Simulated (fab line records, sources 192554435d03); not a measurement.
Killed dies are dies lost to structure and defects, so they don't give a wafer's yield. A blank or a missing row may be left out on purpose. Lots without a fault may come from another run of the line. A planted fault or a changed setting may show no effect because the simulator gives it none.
A struck lot beside a sound one | flow n5_finfet | 39 steps out of a route of 1938
Sound: wafers L587.2, L587.5. Struck: wafer L594.3. (L594.4, L594.5 of the same lot were not struck and are left out.) The cause comes at the end.
At each step with rows: each side's tool, then ch and its chambers, then its first start. Under that, the readings that differ: sound wafers | struck wafers | difference of the means | sigmas: that difference in standard deviations of wafers without a fault.
alike: readings whose means differ by less than 2 such deviations, and words and numbers that are the same on both sides. not compared: withheld readings, readings that some wafer has no value for, bounds like >300 that may hide the same value, and numbers for which the record gives no deviation and whose values overlap.
The two part at a step that has a row with sigmas, a row that says differs or no value, or rows on one side only. Numbers that don't overlap but have no deviation are shown without sigmas and don't part them. A reading that every wafer of one side lacks parts them only if that side has two wafers or more.

first, 10 steps without rows for these wafers: N5_DUMMY_REMOVAL_HM_STRIP_01 (strips SiNx in CH3F/O2, stops on poly-Si, target depth 4 nm, time 6.8 s); N5_DUMMY_REMOVAL_STRIP_10 (strips in N2/H2, time 40 s); N5_DUMMY_REMOVAL_PRECLEAN_07 (cleans in dHF, time 30 s); N5_DUMMY_REMOVAL_DUMMY_REMOVE_02 (chemistry TMAH, target poly-Si, stops on SiO2, target depth 142 nm, time 57 s, rinse time 30 s); N5_DUMMY_REMOVAL_PRECLEAN_08 (cleans in NF3:NH3, afs cycles 2, time 20 s, sublimation time 60 s); N5_DUMMY_REMOVAL_PRECLEAN_04 (cleans in DHF, time 37 s); N5_DUMMY_REMOVAL_SRD_05 (time 30 s); N5_HKMG_FIN_IL_REGROW_00 (material SiO2, chemistry O3, target thk 0.75 nm, time 30 s); N5_HKMG_FIN_HK_ALD_01 (deposits HfO2, target thk 1.6 nm, pulse time 3 s, purge time 3 s); N5_HKMG_FIN_HK_ANNEAL_02 (time 30 s).
N5_HKMG_FIN_ALD_74: deposits La2O3, target thk 0.5 nm, pulse time 6 s, co reactant pulse time 1 s.
  sound on ald_hk-02 ch 2,3, day 6 11:11; struck on ald_hk-03 ch 1, day 8 04:58
  alike: heater_power_outer_w, heater_power_w, precursor_pulse_height_rel
then, 26 steps without rows for these wafers: N5_HKMG_FIN_ALD_75 (deposits Al2O3, target thk 1 nm, co reactant pulse time 1 s); N5_HKMG_FIN_COAT_41 (time 60 s, resist thk 300 nm); N5_HKMG_FIN_COAT_42 (time 60 s, resist thk 35 nm); N5_HKMG_FIN_COAT_43 (resist thk 90 nm); N5_HKMG_FIN_EBR_45; N5_HKMG_FIN_SOFTBAKE_44 (time 60 s); N5_HKMG_FIN_EXPOSE_46 (exposes mask NDIPOLE); N5_HKMG_FIN_PEB_47 (peb time 60 s); N5_HKMG_FIN_DEVELOP_48 (develop time 30 s); N5_HKMG_FIN_DESCUM_53 (chemistry O2, time 7.9 s); N5_HKMG_FIN_ETCH_54 (etches SiARC in CF4, target depth 45.5 nm, time 75.8 s); N5_HKMG_FIN_ETCH_55 (etches SOC in N2/H2, target depth 240 nm, time 300 s); N5_HKMG_FIN_STRIP_56 (strips in N2/H2); N5_HKMG_FIN_STRIP_57 (strips in CF4); N5_HKMG_FIN_ETCH_58 (etches SOC in N2/H2, target depth 215.8 nm, time 741 s); N5_HKMG_FIN_STRIP_93 (strips SOC in N2/H2, time 20 s); N5_HKMG_FIN_WET_ETCH_76 (etches Al2O3 in dNH4OH, stops on La2O3, target depth 2.25 nm, rinse time 30 s); N5_HKMG_FIN_STRIP_60 (strips in N2/H2, time 360 s); N5_HKMG_FIN_WET_ETCH_77 (etches La2O3 in dHCl, stops on HfO2, target depth 2 nm); N5_HKMG_FIN_WET_ETCH_78 (etches Al2O3 in dNH4OH, stops on La2O3, target depth 4.5 nm, rinse time 30 s); N5_HKMG_FIN_ALD_79 (deposits TiN, target thk 1.5 nm, pulse time 1 s, purge time 3 s); N5_HKMG_FIN_CVD_62 (deposits a-Si from Si2H6, target thk 3 nm, time 20.8 s); N5_HKMG_FIN_RTA_80 (time 2 s); N5_HKMG_FIN_PRECLEAN_64 (cleans in dHF, time 30 s); N5_HKMG_FIN_WET_ETCH_65 (etches a-Si in TMAH, stops on TiN, time 49 s, target depth 3 nm); N5_HKMG_FIN_WET_ETCH_81 (etches TiN in SC1, stops on HfO2, time 57 s, target depth 6 nm).
-- the record jumps here: 4 days lie between the struck wafers' starts before and after (it left off in module HKMG_FIN and takes up again in module BEOL_M4, whose first step shown is number 1111 of the route) --
N5_BEOL_M4_RC_MEAS_101:
  sound on prober-01 ch 0, day 10 09:02; struck on prober-01 ch 0, day 12 03:05
  reading             | sound            | struck   | difference | sigmas
  IOFF_P (nA/um)      | 0.31 0.26        | 0.98     | +0.69      | +15
  IOFF_P_85C (nA/um)  | 5.0 4.4          | 13.6     | +8.9       | +14
  IOFF_P_LIN (nA/um)  | 0.126 0.114      | 0.426    | +0.306     | +19
  IOFF_P_LONG (nA/um) | 9.8e-05 0.000106 | 0.000326 | +0.000224  | +28
  ION_P (uA/um)       | 461 468          | 521      | +56        | +6
  VT_N_LVT (mV)       | 92 95            | 133      | +40        | +11
  VT_P (mV)           | -248 -248        | -211     | +37        | +12
  VT_P_LONG (mV)      | -274.6 -275.7    | -237.9   | +37.2      | +14
  alike: DIBL_N, DIBL_P, IOFF_N, ION_N, SS_N, SS_P, VT_N
-- the record jumps here: 4 days lie between the struck wafers' starts before and after (it left off in module BEOL_M4 and takes up again in module PASSIVATION, whose first step shown is number 1936 of the route) --
N5_PASSIVATION_PROBE_49:
  the record has rows for the struck wafers here (prober-02, day 16 10:11) and none for the sound ones

WHERE THEY PART
First at N5_BEOL_M4_RC_MEAS_101; last, within this record, at N5_PASSIVATION_PROBE_49.

WHY: what the simulator had put in
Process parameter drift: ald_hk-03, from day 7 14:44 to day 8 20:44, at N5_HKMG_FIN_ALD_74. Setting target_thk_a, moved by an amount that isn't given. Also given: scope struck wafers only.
